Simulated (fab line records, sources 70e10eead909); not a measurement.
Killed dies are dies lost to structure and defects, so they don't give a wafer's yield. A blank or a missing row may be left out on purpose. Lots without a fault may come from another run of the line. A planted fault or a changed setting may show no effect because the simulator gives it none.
A struck lot beside a sound one | flow nand_harc | 14 steps out of a route of 1302
Sound: wafers L366.2, L366.4, L366.6. Struck: wafer L379.2. (L379.3, L379.5 of the same lot were not struck and are left out.) The cause comes at the end.
At each step with rows: each side's tool, then ch and its chambers, then its first start. Under that, the readings that differ: sound wafers | struck wafers | difference of the means | sigmas: that difference in standard deviations of wafers without a fault.
alike: readings whose means differ by less than 2 such deviations, and words and numbers that are the same on both sides. not compared: withheld readings, readings that some wafer has no value for, bounds like >300 that may hide the same value, and numbers for which the record gives no deviation and whose values overlap.
The two part at a step that has a row with sigmas, a row that says differs or no value, or rows on one side only. Numbers that don't overlap but have no deviation are shown without sigmas and don't part them. A reading that every wafer of one side lacks parts them only if that side has two wafers or more.

first, 2 steps without rows for these wafers: NHARC_A_SOURCE_PLATE_SRD_01; NHARC_A_SOURCE_PLATE_OXIDE_02 (material SiO2, target thk 10 nm, ox time 1362 s).
NHARC_A_SOURCE_PLATE_THK_MEAS_09: measures by ellipsometry.
  sound on film_metro-01, day 7 19:52; struck on film_metro-01, day 13 04:44
  alike: thk_nm
then, 3 steps without rows for these wafers: NHARC_A_SOURCE_PLATE_PVD_04 (deposits WSi2, target thk 50 nm); NHARC_A_SOURCE_PLATE_CVD_03 (deposits poly-Si, target thk 200 nm, time 4000 s); NHARC_A_SOURCE_PLATE_ANNEAL_05 (time 1800 s).
NHARC_A_SOURCE_PLATE_THK_MEAS_06: measures by ellipsometry.
  sound on film_metro-01, day 8 08:26; struck on film_metro-01, day 13 19:55
  alike: thk_nm
NHARC_A_SOURCE_PLATE_INSPECT_08:
  sound on defect_inspect-02, day 8 08:32; struck on defect_inspect-01, day 13 19:59
  alike: raw_defect_count
then, 1 step without rows for these wafers: NHARC_A_ONON_D1_DEP_00 (target thk 1000 nm).
NHARC_A_ONON_D1_THK_MEAS_02: measures by ellipsometry.
  sound on film_metro-01, day 8 09:07; struck on film_metro-01, day 13 20:34
  alike: thk_nm
NHARC_A_ONON_D1_DEP_03: target thk 1000 nm.
  sound on pecvd_onon-04 ch 0, day 8 09:13; struck on pecvd_onon-04 ch 0, day 13 20:40
NHARC_A_ONON_D1_THK_MEAS_05: measures by ellipsometry.
  sound on film_metro-01, day 8 09:40; struck on film_metro-01, day 13 21:08
  reading     | sound       | struck | difference | sigmas
  thk_nm (nm) | 999 998 998 | 1067   | +69        | +7
then, 1 step without rows for these wafers: NHARC_A_ONON_D1_DEP_06 (target thk 1000 nm).
-- the record jumps here: 16 days lie between the struck wafers' starts before and after (it left off in module A_ONON_D1 and takes up again in module END, whose first step shown is number 1302 of the route) --
NHARC_END_SORT_01:
  the record has rows for the struck wafers here (prober-01 ch 0, day 30 02:47) and none for the sound ones

WHERE THEY PART
First at NHARC_A_ONON_D1_THK_MEAS_05; last, within this record, at NHARC_END_SORT_01.

WHY: what the simulator had put in
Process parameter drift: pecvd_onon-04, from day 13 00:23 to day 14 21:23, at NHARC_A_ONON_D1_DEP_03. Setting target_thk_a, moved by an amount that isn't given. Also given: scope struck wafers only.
